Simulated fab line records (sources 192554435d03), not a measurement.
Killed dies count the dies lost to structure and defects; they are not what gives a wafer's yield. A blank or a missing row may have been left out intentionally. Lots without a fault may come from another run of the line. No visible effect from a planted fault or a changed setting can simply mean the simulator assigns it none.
Matching of chambers || flow n5-finfet || 4 sister chambers for N5_BEOL_M6_STRIP_67 on rie-diel-03
The step strips in CF4. 16 wafers are shown with their chamber, then 7 later ones without.

EACH WAFER AND ITS CHAMBER
{"wafer": "L924.3", "chamber": 1, "drypump-motor-current-A (A)": 5.4, "showerhead-plenum-p-Torr (Torr)": 1.74, "throttle-valve-pct (%)": 13.0}
{"wafer": "L924.4", "chamber": 3, "drypump-motor-current-A (A)": 6.4, "showerhead-plenum-p-Torr (Torr)": 1.74, "throttle-valve-pct (%)": 13.8}
{"wafer": "L924.5", "chamber": 0, "drypump-motor-current-A (A)": 5.2, "showerhead-plenum-p-Torr (Torr)": 1.90, "throttle-valve-pct (%)": 13.2}
{"wafer": "L925.2", "chamber": 0, "drypump-motor-current-A (A)": 5.2, "showerhead-plenum-p-Torr (Torr)": 1.90, "throttle-valve-pct (%)": 13.2}
{"wafer": "L925.3", "chamber": 3, "drypump-motor-current-A (A)": 6.5, "showerhead-plenum-p-Torr (Torr)": 1.74, "throttle-valve-pct (%)": 13.8}
{"wafer": "L925.4", "chamber": 1, "drypump-motor-current-A (A)": 5.4, "showerhead-plenum-p-Torr (Torr)": 1.74, "throttle-valve-pct (%)": 13.0}
{"wafer": "L934.1", "chamber": 0, "drypump-motor-current-A (A)": 5.2, "showerhead-plenum-p-Torr (Torr)": 1.90, "throttle-valve-pct (%)": 13.3}
{"wafer": "L934.5", "chamber": 3, "drypump-motor-current-A (A)": 6.4, "showerhead-plenum-p-Torr (Torr)": 1.73, "throttle-valve-pct (%)": 13.9}
{"wafer": "L935.1", "chamber": 3, "drypump-motor-current-A (A)": 6.4, "showerhead-plenum-p-Torr (Torr)": 1.73, "throttle-valve-pct (%)": 13.9}
{"wafer": "L935.2", "chamber": 0, "drypump-motor-current-A (A)": 5.2, "showerhead-plenum-p-Torr (Torr)": 1.90, "throttle-valve-pct (%)": 13.3}
{"wafer": "L935.6", "chamber": 0, "drypump-motor-current-A (A)": 5.2, "showerhead-plenum-p-Torr (Torr)": 1.90, "throttle-valve-pct (%)": 13.3}
{"wafer": "L936.1", "chamber": 2, "drypump-motor-current-A (A)": 4.7, "showerhead-plenum-p-Torr (Torr)": 1.76, "throttle-valve-pct (%)": 13.2}
{"wafer": "L936.5", "chamber": 1, "drypump-motor-current-A (A)": 5.4, "showerhead-plenum-p-Torr (Torr)": 1.73, "throttle-valve-pct (%)": 13.1}
{"wafer": "L936.6", "chamber": 0, "drypump-motor-current-A (A)": 5.2, "showerhead-plenum-p-Torr (Torr)": 1.90, "throttle-valve-pct (%)": 13.3}
{"wafer": "L938.3", "chamber": 0, "drypump-motor-current-A (A)": 5.2, "showerhead-plenum-p-Torr (Torr)": 1.89, "throttle-valve-pct (%)": 13.3}
{"wafer": "L938.5", "chamber": 1, "drypump-motor-current-A (A)": 5.4, "showerhead-plenum-p-Torr (Torr)": 1.73, "throttle-valve-pct (%)": 13.1}

SIGNATURES (averages over the wafers above)
{"reading": "drypump-motor-current-A", "chamber 0": 5.200, "chamber 1": 5.400, "chamber 2": 4.700, "chamber 3": 6.425, "scatter within a chamber": 0.025}
{"reading": "showerhead-plenum-p-Torr", "chamber 0": 1.8986, "chamber 1": 1.7350, "chamber 2": 1.7600, "chamber 3": 1.7350, "scatter within a chamber": 0.00488}
{"reading": "throttle-valve-pct", "chamber 0": 13.271, "chamber 1": 13.050, "chamber 2": 13.200, "chamber 3": 13.850, "scatter within a chamber": 0.0535}
Rule: for a wafer and a chamber, the distance is found by dividing, reading by reading, the gap between the wafer's reading and the chamber's mean by the reading's scatter, squaring, summing and taking the root. If the next closest chamber is less than 2 further off than the closest, the wafer can't be placed; otherwise it belongs to the closest. The scatter: the root of (the sum of the squares of (reading less its chamber's mean) over the shown wafers, divided by (wafers less chambers)).

WAFERS WITH NO CHAMBER GIVEN
{"wafer": "L938.6", "drypump-motor-current-A (A)": 4.7, "showerhead-plenum-p-Torr (Torr)": 1.76, "throttle-valve-pct (%)": 13.2}
{"wafer": "L944.1", "drypump-motor-current-A (A)": 4.7, "showerhead-plenum-p-Torr (Torr)": 1.75, "throttle-valve-pct (%)": 13.2}
{"wafer": "L944.5", "drypump-motor-current-A (A)": 4.7, "showerhead-plenum-p-Torr (Torr)": 1.75, "throttle-valve-pct (%)": 13.2}
{"wafer": "L944.6", "drypump-motor-current-A (A)": 5.4, "showerhead-plenum-p-Torr (Torr)": 1.73, "throttle-valve-pct (%)": 13.1}
{"wafer": "L946.3", "drypump-motor-current-A (A)": 5.4, "showerhead-plenum-p-Torr (Torr)": 1.73, "throttle-valve-pct (%)": 13.1}
{"wafer": "L946.4", "drypump-motor-current-A (A)": 4.7, "showerhead-plenum-p-Torr (Torr)": 1.75, "throttle-valve-pct (%)": 13.2}
{"wafer": "L946.6", "drypump-motor-current-A (A)": 5.2, "showerhead-plenum-p-Torr (Torr)": 1.89, "throttle-valve-pct (%)": 13.3}

EACH ONE'S CHAMBER
{"wafer": "L938.6", "from the rows above": 2, "in truth": 2}
{"wafer": "L944.1", "from the rows above": 2, "in truth": 2}
{"wafer": "L944.5", "from the rows above": 2, "in truth": 2}
{"wafer": "L944.6", "from the rows above": 1, "in truth": 1}
{"wafer": "L946.3", "from the rows above": 1, "in truth": 1}
{"wafer": "L946.4", "from the rows above": 2, "in truth": 2}
{"wafer": "L946.6", "from the rows above": 0, "in truth": 0}
Correct placement for 7 of the 7. From these rows, 0 cannot be placed. Wrongly placed: 0.
